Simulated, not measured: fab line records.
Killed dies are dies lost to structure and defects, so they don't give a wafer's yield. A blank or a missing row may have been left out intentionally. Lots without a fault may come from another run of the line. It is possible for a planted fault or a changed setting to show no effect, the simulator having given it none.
fab line records	flow n5-finfet
[record] lots = 9	wafers = 27	last-day = 17
route steps=1938 shown HKMG_FIN@435 GATE_CUT@468 BEOL_M4@1111
lots that met no fault: taken from a fault-free run of the same line
start-h: the number of hours between the record's first day and the start of the first shown wafer of the lot	wait-h: hours from the lot's prior step to this one	" repeats the value in the row above	L1.1+2: several wafers, shown together as one row	- value missing, or start not given	* or withheld: withheld	< > ~ a bound
route shown NAME@n: a module of which the file shows steps, and the number in the route of the first	usual: the fault-free wafers' mean and standard deviation	same: alike in all rows	chamber/n: place in a boat	sites: readings site by site	_std_site: the values' standard deviation	_edge_site: the outer-site mean with the inner-site mean subtracted	radius-mm: how far each site lies from the wafer's centre	mask NAME#n: copy n	behind: tool/chamber where the wafer was last shaped	hold: why the lot was held/for how many hours/how that ended	device: names the non-switching transistor (n, p or np)	end of line: tests of these same wafers at the route's end	a step with no rows: only its recipe	killed: not the wafer's yield, but the dies lost to structure and defects at the first sort	map: a wafer's dies, x killed, . not, _ none there
set.NAME: the setting that was run; set.NAME@STEP: the one run at that earlier step	model.NAME: the simulator's own value behind a step, which no gauge read
steps of the route over a sample of lots; a table a step, a row a wafer
services: when a tool's chamber went out of use (start-h, in hours from the record's first day, below 0 if earlier), for how many hours, and the reason
[[steps]]
[step N5_HKMG_FIN_ETCH_32]
[recipe] chemistry = N2/H2	target = SOC	target-depth-a = 2400	temp-c = 40	time-s = 300	ion-energy-ev = 200	mask-material = SiARC	pressure-mtorr = 30	source-w = 840	bias-w = 150	n2-flow-sccm = 200	h2-flow-sccm = 200
[usual] drypump-motor-current-A = 5.6/0.37	oes-product-au = 0.79/0.095	rf-fwd-power-W = 838.3/2.7	rf-vpp-V = 523.2/2	showerhead-plenum-p-Torr = 2.52/0.072	throttle-valve-pct = 17.87/0.26
lot.wafer	tool	chamber	start-h	wait-h	drypump-motor-current-A	oes-product-au	rf-fwd-power-W	rf-hours-counter-h	rf-vpp-V	showerhead-plenum-p-Torr	throttle-valve-pct
L300.1	rie-diel-04	3	76.36	0.0	5.5	0.84	839.1	87	521.5	2.43	17.41
L300.3	"	2	"	"	6.0	0.71	837.7	174	522.9	2.51	17.63
L300.6	"	3	"	"	5.5	0.84	841.0	-	520.9	2.43	17.41
L303.2	rie-diel-06	2	93.11	0.0	5.5	0.74	839.4	157	524.1	2.57	18.28
L303.3	"	0	"	"	5.7	0.67	840.9	224	523.1	2.53	18.00
L303.6	"	0	"	"	5.7	0.68	836.3	-	523.9	2.53	18.00
L304.1	rie-diel-06	2	104.36	0.0	5.5	0.73	839.5	160	522.7	2.57	18.29
L304.5	"	3	"	"	5.5	0.90	840.0	-	522.2	2.48	17.67
L304.6	"	0	"	"	5.7	0.67	839.3	-	521.8	2.53	18.00
L313.1	rie-diel-04	3	153.13	0.0	5.5	0.81	842.3	112	522.2	2.42	17.46
L313.5	"	2	"	"	6.0	0.70	838.7	-	523.5	2.50	17.69
L313.6	"	1	"	"	5.1	0.76	839.3	-	521.0	2.46	18.37
L314.4	rie-diel-02	2	159.67	0.0	4.8	0.74	838.2	171	526.0	2.65	17.83
L314.5	"	2	"	"	4.8	0.75	838.8	-	526.7	2.65	17.83
L314.6	"	1	"	"	5.7	0.72	842.0	-	520.0	2.41	17.60
L315.1	rie-diel-04	0	166.55	0.0	6.1	0.71	839.1	209	525.2	2.63	17.92
L315.3	"	3	"	"	5.5	0.80	837.2	117	521.8	2.41	17.44
L315.5	"	3	"	"	5.5	0.80	835.5	-	521.1	2.41	17.46
L319.2	rie-diel-02	0	192.15	0.0	5.9	0.71	833.7	234	525.7	2.61	17.72
L319.4	"	1	"	"	5.6	0.71	840.3	202	520.8	2.41	17.62
L319.5	"	0	"	"	5.9	0.70	836.4	-	525.7	2.61	17.70
L321.2	rie-diel-06	3	201.36	0.0	5.5	0.85	841.2	72	521.6	2.47	17.74
L321.5	"	0	"	"	5.7	0.97	840.5	-	522.8	2.51	17.63
L321.6	"	3	"	"	5.5	0.84	839.4	-	521.4	2.47	17.74
L323.3	rie-diel-02	1	217.65	0.0	5.7	0.70	838.1	212	521.3	2.40	17.65
L323.4	"	2	"	"	4.8	0.73	838.6	192	526.5	2.64	17.87
L323.5	"	1	"	"	5.7	0.69	843.0	-	520.5	2.40	17.63
[step N5_HKMG_FIN_CMP_23]
[recipe] stop-on = SiNx	t-overpolish-s = 10	post-cmp-clean = rinse-only	down-force-psi = 4	platen-rpm = 50.289	pad-velocity-m-s = 1.0006	target-thk-nm = 46.326
[usual] head-pressure-psi = 4.001/0.0081	motor-current-A = 12.3/0.76	overpolish-run-s = 10.001/0.01	time-to-endpoint-s = 12.5/2
lot.wafer	tool	chamber	start-h	wait-h	head-pressure-psi	motor-current-A	overpolish-run-s	time-to-endpoint-s
L300.1	cmp-02	2	80.12	0.0	3.995	13.2	10.014	14.1
L300.3	"	1	"	"	4.001	12.8	10.001	15.0
L300.6	"	3	"	"	3.999	11.1	10.005	12.0
L303.3	cmp-02	2	96.93	0.2	3.993	13.3	10.010	13.0
L303.2	"	3	"	"	4.008	11.4	10.016	12.7
L303.6	"	1	"	"	4.002	12.5	10.015	13.4
L304.1	cmp-02	2	108.03	0.1	4.002	12.7	9.996	11.8
L304.5	"	1	"	"	3.994	13.0	9.994	18.0
L304.6	"	2	"	"	4.000	13.0	9.968	12.5
L313.1	cmp-04	1	157.09	0.2	3.995	12.9	9.985	14.6
L313.5	"	3	"	"	4.008	12.4	9.989	15.4
L313.6	"	0	"	"	4.011	10.9	10.003	9.0
L314.4	cmp-03	3	163.25	0.0	3.999	12.4	10.014	11.2
L314.5	"	3	"	"	4.006	12.9	9.995	10.7
L314.6	"	0	"	"	4.001	12.1	9.997	12.4
L315.3	cmp-04	3	170.49	0.2	3.989	12.8	10.013	13.3
L315.1	"	0	"	"	4.007	11.1	9.990	13.5
L315.5	"	2	"	"	4.013	11.5	10.004	11.6
L319.4	cmp-02	0	195.84	0.0	3.996	12.3	10.013	3.2
L319.2	"	3	"	"	3.996	11.4	10.007	10.3
L319.5	"	1	"	"	4.005	13.3	9.997	13.3
L321.2	cmp-03	2	205.03	0.1	3.992	13.0	9.989	10.7
L321.6	"	1	"	"	4.013	13.6	9.999	9.9
L321.5	"	2	"	"	3.994	11.9	9.996	10.1
L323.3	cmp-04	0	221.66	0.2	3.992	11.1	9.989	8.8
L323.4	"	1	"	"	3.994	12.0	10.010	9.8
L323.5	"	0	"	"	3.998	10.7	10.020	10.3
[step N5_GATE_CUT_VAPOR_ETCH_60]
[recipe] chemistry = BCl3/Cl2	target = HfO2	mode = isotropic
[usual] drypump-motor-current-A = 5.8/0.34	oes-product-au = 0.74/0.076
lot.wafer	tool	chamber	start-h	wait-h	drypump-motor-current-A	oes-product-au
L300.1	rie-metal-02	0	81.10	0.0	5.4	0.79
L300.3	"	0	"	"	5.4	0.78
L300.6	"	0	"	"	5.3	0.80
L303.2	rie-metal-02	0	97.83	0.0	5.4	0.78
L303.3	"	1	"	"	6.0	0.74
L303.6	"	1	"	"	5.9	0.74
L304.1	rie-metal-03	1	108.93	0.0	6.0	0.62
L304.5	"	1	"	"	6.0	0.62
L304.6	"	0	"	"	5.9	0.87
L313.1	rie-metal-03	0	157.91	0.0	5.9	0.85
L313.5	"	1	"	"	6.0	0.62
L313.6	"	0	"	"	6.0	0.85
L314.4	rie-metal-02	0	164.25	0.0	5.4	0.76
L314.5	"	1	"	"	5.9	0.73
L314.6	"	0	"	"	5.4	0.77
L315.1	rie-metal-01	1	171.32	0.0	6.3	0.76
L315.3	"	1	"	"	6.3	0.76
L315.5	"	0	"	"	5.4	0.62
L319.2	rie-metal-02	1	196.83	0.0	5.9	0.73
L319.4	"	0	"	"	5.4	0.75
L319.5	"	1	"	"	5.9	0.72
L321.2	rie-metal-02	1	205.93	0.0	5.9	0.73
L321.5	"	1	"	"	5.9	0.73
L321.6	"	0	"	"	5.4	0.76
L323.3	rie-metal-02	1	222.57	0.0	5.9	0.72
L323.4	"	0	"	"	5.4	0.75
L323.5	"	1	"	"	5.9	0.72
[step N5_GATE_CUT_ETCH_58]
[recipe] chemistry = CH3F/O2	target = SiNx	target-depth-a = 170	time-s = 128.6	ion-energy-ev = 50	pressure-mtorr = 30	source-w = 415	bias-w = 21	Ar_flow_sccm = 150	CH3F_flow_sccm = 30	O2_flow_sccm = 20
[usual] drypump-motor-current-A = 5.7/0.61	oes-product-au = 0.82/0.1	rf-fwd-power-W = 413.5/1.3	rf-vpp-V = 98.8/0.84	showerhead-plenum-p-Torr = 1.98/0.044	throttle-valve-pct = 16.25/0.29
lot.wafer	tool	chamber	start-h	wait-h	drypump-motor-current-A	oes-product-au	rf-fwd-power-W	rf-hours-counter-h	rf-vpp-V	showerhead-plenum-p-Torr	throttle-valve-pct
L300.1	rie-diel-05	1	81.15	0.0	5.4	0.86	413.3	22	99.0	2.05	15.99
L300.3	"	0	"	"	6.4	0.81	412.1	70	98.7	1.94	16.28
L300.6	"	1	"	"	5.5	0.86	413.7	-	98.1	2.05	16.00
L303.2	rie-diel-05	0	97.91	0.1	6.4	0.80	416.1	76	99.1	1.94	16.32
L303.3	"	1	"	"	5.4	0.86	414.7	28	99.7	2.04	16.00
L303.6	"	1	"	"	5.4	0.86	413.0	-	100.3	2.05	15.99
L304.1	rie-diel-03	3	108.98	0.0	6.4	0.98	413.7	2	97.9	1.95	15.69
L304.5	"	1	"	"	4.7	0.94	413.5	-	97.7	1.97	16.29
L304.6	"	2	"	"	5.2	0.75	411.9	-	98.5	2.00	16.48
L313.1	rie-diel-03	2	158.00	0.1	5.2	0.74	412.9	191	98.8	2.00	16.51
L313.5	"	2	"	"	5.2	0.75	412.7	-	98.9	1.99	16.50
L313.6	"	3	"	"	6.4	0.95	414.7	-	98.6	1.95	15.69
L314.4	rie-diel-01	2	164.32	0.1	5.6	0.89	412.5	32	97.4	1.95	16.13
L314.5	"	1	"	"	5.7	0.67	414.0	-	96.6	1.89	16.42
L314.6	"	2	"	"	5.6	0.89	412.5	-	99.0	1.95	16.11
L315.1	rie-diel-03	3	171.37	0.0	6.4	0.93	410.6	18	98.7	1.94	15.70
L315.3	"	0	"	"	6.5	0.68	414.3	237	98.9	1.99	16.61
L315.5	"	0	"	"	6.5	0.68	415.1	-	98.2	1.99	16.60
L319.2	rie-diel-05	3	197.00	0.2	5.5	0.95	413.1	17	100.3	2.05	16.21
L319.4	"	1	"	"	5.4	0.82	412.2	59	100.0	2.03	16.05
L319.5	"	1	"	"	5.4	0.81	411.9	-	97.6	2.03	16.05
L321.2	rie-diel-01	0	206.01	0.1	6.0	0.74	414.4	162	98.0	1.99	16.44
L321.5	"	2	"	"	5.6	0.87	412.5	-	98.1	1.95	16.15
L321.6	"	1	"	"	5.7	0.67	415.4	-	98.5	1.88	16.43
L323.3	rie-diel-03	1	222.70	0.1	4.7	0.88	415.0	42	98.6	1.96	16.39
L323.4	"	3	"	"	6.4	0.90	414.9	-	99.7	1.94	15.74
L323.5	"	2	"	"	5.2	0.72	412.7	-	99.4	1.99	16.54
[step N5_BEOL_M4_RC_MEAS_101]
[usual] DIBL_N = 37.3/2.3	DIBL_P = 37.4/2.9	IOFF_N = 0.18/0.045	IOFF_P = 0.25/0.054	ION_N = 679/15	ION_P = 468/9.7	SS_N = 71.8/0.62	SS_P = 73.6/0.76	VT_N = 248/4.1	VT_P = -248/3.6
lot.wafer	tool	chamber	start-h	wait-h	DIBL_N[mV/V]	DIBL_P[mV/V]	IOFF_N[nA/um]	IOFF_P[nA/um]	ION_N[uA/um]	ION_P[uA/um]	SS_N[mV/dec]	SS_P[mV/dec]	VT_N[mV]	VT_P[mV]
L300.1	prober-02	0	163.72	0.0	40.0	39.1	0.22	0.33	686	470	71.7	73.7	242	-242
L300.3	"	0	"	"	36.8	35.1	0.16	0.23	680	469	71.4	73.0	249	-248
L300.6	"	0	"	"	42.1	40.9	0.27	0.35	691	472	72.3	74.2	243	-241
L303.2	prober-01	0	189.22	0.2	37.0	38.6	0.17	0.24	697	480	71.6	72.8	247	-249
L303.3	"	0	"	"	32.8	32.4	0.09	0.14	651	450	71.4	71.4	259	-254
L303.6	"	0	"	"	34.7	35.2	0.12	0.18	666	459	71.6	72.1	253	-249
L304.1	prober-01	0	190.00	0.5	36.8	36.0	0.17	0.23	683	464	71.3	73.0	251	-249
L304.5	"	0	"	"	38.7	38.6	0.21	0.28	687	473	72.1	74.0	247	-245
L304.6	"	0	"	"	37.2	37.3	0.18	0.26	692	480	71.9	74.4	248	-245
L314.4	prober-01	0	242.36	0.5	38.6	39.5	0.19	0.26	668	457	72.1	74.2	248	-251
L314.5	"	0	"	"	37.7	38.2	0.17	0.25	683	469	72.4	73.5	248	-251
L314.6	"	0	"	"	35.2	35.6	0.12	0.21	647	448	72.0	74.0	253	-252
L313.1	prober-02	0	260.49	0.0	39.9	41.6	0.25	0.33	703	481	71.6	73.8	245	-243
L313.5	"	0	"	"	33.8	33.4	0.12	0.18	675	470	71.2	72.9	252	-251
L313.6	"	0	"	"	36.5	36.2	0.15	0.22	658	465	71.5	73.8	253	-247
L315.1	prober-01	0	262.31	0.0	41.3	41.0	0.29	0.34	697	476	71.5	74.8	239	-244
L315.3	"	0	"	"	36.2	35.4	0.17	0.23	689	479	71.1	73.6	246	-246
L315.5	"	0	"	"	35.9	33.3	0.14	0.19	667	455	71.7	72.6	251	-250
L319.2	prober-02	0	274.66	0.2	39.6	38.4	0.19	0.25	683	464	71.9	74.1	248	-251
L319.4	"	0	"	"	41.1	40.5	0.23	0.32	682	467	73.4	74.8	246	-244
L319.5	"	0	"	"	36.8	33.9	0.14	0.17	653	449	71.7	72.3	255	-253
L321.2	prober-02	0	295.89	0.2	40.7	41.8	0.23	0.30	679	467	72.8	73.9	244	-248
L321.5	"	0	"	"	35.8	35.6	0.14	0.20	662	462	71.7	73.1	252	-252
L321.6	"	0	"	"	39.5	41.2	0.22	0.28	677	464	73.2	74.6	246	-249
L323.3	prober-02	0	301.76	0.3	38.2	36.8	0.19	0.30	680	476	71.5	73.7	246	-242
L323.4	"	0	"	"	37.2	36.0	0.18	0.26	681	468	71.3	73.0	246	-246
L323.5	"	0	"	"	34.7	33.0	0.13	0.21	675	472	71.0	72.6	251	-248
[[services]]
tool	chamber	start-h	hours	kind
rie-metal-02	1	54.45	3.9	repair
cmp-02	-	56.64	4.6	pm
rie-diel-06	0	57.42	4.3	repair
rie-diel-02	2	60.12	4.3	repair
rie-diel-04	3	69.58	3.5	repair
rie-diel-02	1	71.49	3.0	repair
cmp-02	-	72.33	2.2	repair
cmp-02	-	82.17	0.3	repair
rie-diel-05	2	84.23	6.4	repair
cmp-04	-	92.54	5.5	pm
rie-diel-03	3	101.94	3.8	repair
cmp-02	-	127.19	4.0	pm
cmp-04	-	129.22	6.5	pm
rie-diel-03	3	130.46	6.6	repair
rie-diel-06	2	148.52	29.0	repair
rie-diel-05	3	157.68	15.8	repair
rie-diel-02	3	166.84	4.9	repair
rie-diel-02	-	177.25	2.8	pm
rie-diel-04	2	179.58	5.0	repair
cmp-02	-	179.60	1.8	repair
cmp-04	-	184.25	1.1	repair
rie-diel-02	0	197.42	3.8	repair
cmp-04	-	198.19	22.5	repair
rie-diel-05	3	215.50	3.4	repair
[[key]]
[first-sign] step = N5_HKMG_FIN_CMP_23	reading = time-to-endpoint-s	direction = down	sigmas = 4.6	usual = *	struck = *
effect none on later readings
met-at N5_HKMG_FIN_CMP_23
struck-lots L319
struck-wafers L319.4
not-acting-at N5_HKMG_FIN_ETCH_32,N5_GATE_CUT_VAPOR_ETCH_60,N5_GATE_CUT_ETCH_58
onset-between 108.03 195.84
[fault] kind = process-parameter-drift	tool = cmp-02	chamber = -	onset-h = 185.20	steps = N5_HKMG_FIN_CMP_23	channel = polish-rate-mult	offset = 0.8	shape = step	end-h = 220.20	scope = struck-wafers-only
